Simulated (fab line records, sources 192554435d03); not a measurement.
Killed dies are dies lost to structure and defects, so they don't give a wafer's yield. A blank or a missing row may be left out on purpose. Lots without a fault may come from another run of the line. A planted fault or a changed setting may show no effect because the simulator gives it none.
Which tool did it? | flow n5_finfet | 12 lots, 34 wafers sampled, at 5 steps of a route of 1938

WHAT THE GAUGES READ, wafer by wafer
N5_BEOL_M1_RS_MEAS_58: measures by four-point-probe. Usual: M1_RS 0.68 ohm/sq, standard deviation 0.042.
lot  | measured     | on            | M1_RS (ohm/sq) | flag
L448 | day 6 21:30  | film_metro-02 | 0.68 0.67 0.78 |
L450 | day 7 11:50  | film_metro-02 | 0.74 0.69 0.69 |
L451 | day 7 12:56  | film_metro-02 | 0.70 0.74 0.69 |
L455 | day 8 13:02  | film_metro-01 | 0.68 0.66 0.68 |
L457 | day 9 00:16  | film_metro-01 | 0.72 0.73 0.69 |
L458 | day 9 17:18  | film_metro-01 | 0.67 0.66 0.66 |
L460 | day 9 21:11  | film_metro-01 | 0.76 0.64 0.64 |
L461 | day 10 06:58 | film_metro-01 | 0.73 0.64 0.66 |
L462 | day 10 09:02 | film_metro-02 | 0.70 0.69      |
L463 | day 10 14:37 | film_metro-02 | 0.68 0.63      |
L465 | day 11 02:52 | film_metro-01 | 0.72 0.67 0.69 |
L470 | day 12 17:18 | film_metro-01 | 0.67 0.72 0.71 |

N5_BEOL_M4_RC_MEAS_101. Usual: DIBL_N 36.2 mV/V, standard deviation 2; DIBL_P 36.1 mV/V, standard deviation 2.4; IOFF_N 0.16 nA/um, standard deviation 0.035; IOFF_P 0.22 nA/um, standard deviation 0.041; ION_N 675 uA/um, standard deviation 14; ION_P 465 uA/um, standard deviation 8.6; SS_N 71.5 mV/dec, standard deviation 0.64; SS_P 73.2 mV/dec, standard deviation 0.76; VT_N 250 mV, standard deviation 3.9; VT_P -249 mV, standard deviation 3.4.
lot  | measured     | on        | DIBL_N (mV/V)  | DIBL_P (mV/V)  | IOFF_N (nA/um) | IOFF_P (nA/um) | ION_N (uA/um) | ION_P (uA/um) | SS_N (mV/dec)  | SS_P (mV/dec)  | VT_N (mV)   | VT_P (mV)      | flag
L448 | day 8 23:46  | prober-01 | 34.7 35.5 35.6 | 37.9 37.3 38.7 | 0.14 0.15 0.15 | 0.24 0.23 0.26 | 670 667 663   | 471 460 470   | 70.7 71.5 71.1 | 73.3 73.1 74.4 | 253 252 251 | -247 -249 -245 |
L450 | day 9 04:04  | prober-02 | 36.6 35.0 37.3 | 35.9 33.7 37.3 | 0.18 0.14 0.20 | 0.23 0.18 0.25 | 688 659 688   | 476 447 469   | 71.7 71.1 71.7 | 73.7 72.8 74.3 | 245 251 241 | -248 -252 -246 |
L451 | day 9 07:08  | prober-02 | 32.9 34.0 33.6 | 33.1 35.1 35.0 | 0.10 0.12 0.10 | 0.15 0.18 0.17 | 650 658 643   | 449 463 454   | 71.1 71.1 70.4 | 71.9 72.5 73.3 | 256 254 257 | -252 -250 -252 |
L455 | day 9 21:13  | prober-01 | 35.8 39.0 36.4 | 36.1 40.3 37.6 | 0.17 0.22 0.18 | 0.22 0.29 0.25 | 674 679 686   | 459 463 467   | 72.0 72.3 70.7 | 72.8 73.5 74.2 | 245 248 248 | -247 -244 -245 |
L457 | day 10 10:59 | prober-02 | 36.6 39.9 39.2 | 35.6 38.2 39.2 | 0.15 0.20 0.21 | 0.20 0.24 0.23 | 679 688 693   | 463 464 468   | 71.3 72.2 72.0 | 73.9 74.2 74.3 | 250 248 246 | -251 -248 -249 |
L458 | day 11 05:33 | prober-01 | 38.2 35.1 32.3 | 39.7 34.7 31.9 | 0.21 0.14 0.10 | 0.33 0.23 0.18 | 696 664 664   | 486 467 468   | 71.9 71.1 70.6 | 73.6 73.7 70.9 | 245 249 255 | -240 -247 -249 |
L460 | day 11 15:52 | prober-01 | 37.1 35.0 36.6 | 38.2 35.3 38.1 | 0.16 0.13 0.16 | 0.24 0.19 0.23 | 678 661 679   | 467 461 472   | 71.9 71.2 71.1 | 73.2 72.9 73.7 | 249 254 251 | -248 -249 -248 |
L461 | day 11 22:15 | prober-01 | 38.9 39.1 36.9 | 38.2 38.8 34.9 | 0.21 0.21 0.16 | 0.26 0.28 0.22 | 693 697 672   | 479 473 459   | 72.0 71.6 71.2 | 73.1 74.4 74.1 | 242 247 247 | -246 -244 -249 |
L462 | day 12 00:40 | prober-02 | 37.6 33.6      | 37.2 33.2      | 0.17 0.12      | 0.23 0.18      | 680 682       | 462 476       | 72.6 70.6      | 73.5 71.9      | 250 253     | -247 -250      |
L463 | day 12 00:33 | prober-01 | 36.6 33.0      | 37.2 31.7      | 0.16 0.10      | 0.23 0.16      | 677 653       | 472 453       | 71.4 71.0      | 72.4 71.6      | 249 255     | -246 -251      |
L465 | day 12 08:16 | prober-01 | 37.2 36.1 37.1 | 38.9 38.3 38.6 | 0.16 0.16 0.17 | 0.20 0.20 0.21 | 670 680 685   | 458 470 465   | 71.8 71.5 72.0 | 73.8 73.7 73.9 | 249 249 251 | -255 -251 -250 |
L470 | day 14 02:49 | prober-01 | 36.4 36.0 33.9 | 36.3 36.5 33.8 | 0.15 0.14 0.12 | 0.18 0.18 0.16 | 654 671 669   | 446 454 458   | 71.6 71.5 70.8 | 73.3 73.3 71.7 | 257 254 254 | -255 -254 -256 |

WHICH TOOL RAN EACH LOT (tool, then ch and the chambers of the sampled wafers, then the start)
lot  | N5_BEOL_M1_PRE_CLEAN_60          | N5_BEOL_M2_EXPOSE_08              | N5_BEOL_M2_DESCUM_16
L448 | cvd_co-02 ch 0,1,2, day 6 21:17  | euv_scanner-02 ch 0, day 6 23:03  | rie_diel-01 ch 0,1, day 6 23:31
L450 | cvd_co-01 ch 0,1,2, day 7 11:37  | euv_scanner-02 ch 0, day 7 12:47  | rie_diel-03 ch 0,1,2, day 7 13:16
L451 | cvd_co-02 ch 0,1,2, day 7 12:43  | euv_scanner-02 ch 0, day 7 15:37  | rie_diel-01 ch 0,2,3, day 7 15:52
L455 | cvd_co-01 ch 1,2, day 8 12:47    | euv_scanner-02 ch 0, day 8 15:31  | rie_diel-04 ch 0,3, day 8 15:46
L457 | cvd_co-01 ch 1,2, day 9 00:03    | euv_scanner-02 ch 0, day 9 01:10  | rie_diel-03 ch 1,2,3, day 9 01:37
L458 | cvd_co-01 ch 1,2, day 9 17:02    | euv_scanner-02 ch 0, day 9 17:49  | rie_diel-03 ch 0,1,2, day 9 18:04
L460 | cvd_co-02 ch 0,1,2, day 9 20:57  | euv_scanner-02 ch 0, day 9 23:07  | rie_diel-03 ch 0,3, day 9 23:23
L461 | cvd_co-01 ch 0,1, day 10 06:42   | euv_scanner-02 ch 0, day 10 09:16 | rie_diel-01 ch 0,2, day 10 09:36
L462 | cvd_co-02 ch 1,2, day 10 08:49   | euv_scanner-01 ch 0, day 10 09:42 | rie_diel-01 ch 2, day 10 09:56
L463 | cvd_co-01 ch 0,2, day 10 14:22   | euv_scanner-01 ch 0, day 10 15:56 | rie_diel-03 ch 1,2, day 10 16:14
L465 | cvd_co-02 ch 0,1, day 11 02:38   | euv_scanner-01 ch 0, day 11 04:13 | rie_diel-04 ch 0,1, day 11 04:28
L470 | cvd_co-01 ch 0,1,2, day 12 17:05 | euv_scanner-01 ch 0, day 12 21:44 | rie_diel-04 ch 0,1,3, day 12 21:59
- N5_BEOL_M1_PRE_CLEAN_60: time 15 s.
- N5_BEOL_M2_EXPOSE_08: exposes mask M2.
- N5_BEOL_M2_DESCUM_16: chemistry O2, time 7 s.

WHAT THE TOOLS THEMSELVES READ (means of the sampled wafers that have a number; where no wafer has one, the mark that the record gives instead)
N5_BEOL_M1_PRE_CLEAN_60. Usual: heater_power_w 86 W, standard deviation 17.
lot  | tool      | heater_power_w (W) | flag
L448 | cvd_co-02 | 85                 |
L450 | cvd_co-01 | 87                 |
L451 | cvd_co-02 | 85                 |
L455 | cvd_co-01 | 100                |
L457 | cvd_co-01 | 83                 |
L458 | cvd_co-01 | 85                 |
L460 | cvd_co-02 | 86                 |
L461 | cvd_co-01 | 103                |
L462 | cvd_co-02 | 78                 |
L463 | cvd_co-01 | 72                 |
L465 | cvd_co-02 | 89                 |
L470 | cvd_co-01 | 87                 |

N5_BEOL_M2_EXPOSE_08. Usual: exposure_dose_mJ_cm2 41.22, standard deviation 0.051.
lot  | tool           | exposure_dose_mJ_cm2 | flag
L448 | euv_scanner-02 | 41.23                |
L450 | euv_scanner-02 | 41.18                |
L451 | euv_scanner-02 | 41.24                |
L455 | euv_scanner-02 | 41.17                |
L457 | euv_scanner-02 | 43.03                | OFF
L458 | euv_scanner-02 | 42.72                | OFF
L460 | euv_scanner-02 | 42.36                | OFF
L461 | euv_scanner-02 | 42.14                | OFF
L462 | euv_scanner-01 | 41.27                |
L463 | euv_scanner-01 | 41.30                |
L465 | euv_scanner-01 | 41.27                |
L470 | euv_scanner-01 | 41.30                |

N5_BEOL_M2_DESCUM_16. Usual: drypump_motor_current_A 5.6 A, standard deviation 0.42; oes_product_au 0.80 a.u., standard deviation 0.098; rf_vpp_V 242.9 V, standard deviation 1.2; showerhead_plenum_p_Torr 2.08 Torr, standard deviation 0.052; throttle_valve_pct 20.28 %, standard deviation 0.29.
lot  | tool        | drypump_motor_current_A (A) | oes_product_au (a.u.) | rf_vpp_V (V) | showerhead_plenum_p_Torr (Torr) | throttle_valve_pct (%) | flag
L448 | rie_diel-01 | 5.7                         | 0.82                  | 242.9        | 2.07                            | 19.99                  |
L450 | rie_diel-03 | 5.7                         | 0.86                  | 243.2        | 2.11                            | 20.17                  |
L451 | rie_diel-01 | 5.6                         | 0.81                  | 242.7        | 2.07                            | 20.31                  |
L455 | rie_diel-04 | 5.6                         | 0.73                  | 243.2        | 2.02                            | 20.27                  |
L457 | rie_diel-03 | 5.4                         | 0.82                  | 243.1        | 2.11                            | 20.31                  |
L458 | rie_diel-03 | 5.7                         | 0.83                  | 243.8        | 2.10                            | 20.20                  |
L460 | rie_diel-03 | 5.7                         | 0.68                  | 242.0        | 2.06                            | 20.73                  |
L461 | rie_diel-01 | 5.9                         | 0.85                  | 241.7        | 2.03                            | 20.24                  |
L462 | rie_diel-01 | 5.9                         | 0.90                  | 242.2        | 2.05                            | 20.14                  |
L463 | rie_diel-03 | 5.4                         | 0.88                  | 244.8        | 2.12                            | 20.06                  |
L465 | rie_diel-04 | 5.9                         | 0.75                  | 241.9        | 2.03                            | 20.33                  |
L470 | rie_diel-04 | 5.5                         | 0.86                  | 241.6        | 2.01                            | 20.28                  |

THE ANSWER, worked out from the rows above alone
Rule: a lot is off if the mean of its wafers that have a number lies more than 3 standard deviations from the usual mean. A lot without any number at a reading at which 4 lots or more have one is off too. The other lots that the step has rows for count as sound. The gauges are gone through in route order, then the tools' own readings, and for those a lot's mean is taken as printed above. The first step at which some lot is off is used, and at that step the reading that is off furthest; a lot without a number counts as furthest.
Off: L457, L458, L460, L461, at N5_BEOL_M2_EXPOSE_08 (exposure_dose_mJ_cm2).
A tool fits if, at that step or a process step before it, it ran every lot that is off, and no sound lot after the first of them. One fits: euv_scanner-02 at N5_BEOL_M2_EXPOSE_08. Its last sound lot is L455 (day 8 15:31), its first lot that is off L457 (day 9 01:10): a fault that began between those two fits.
The tool's own readings at N5_BEOL_M2_EXPOSE_08 bear it out: on the lots that are off they differ by more than 5 times the standard deviation of the sound lots' means. exposure_dose_mJ_cm2 reads 42.56 there against 41.24 on the sound lots.

WHAT THE SIMULATOR HAD PUT IN
Process parameter drift: euv_scanner-02, from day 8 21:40 on, at N5_BEOL_M2_EXPOSE_08. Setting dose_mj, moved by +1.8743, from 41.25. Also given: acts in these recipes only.
Lots struck among those shown: L457, L458, L460, L461. The rule above found the same.
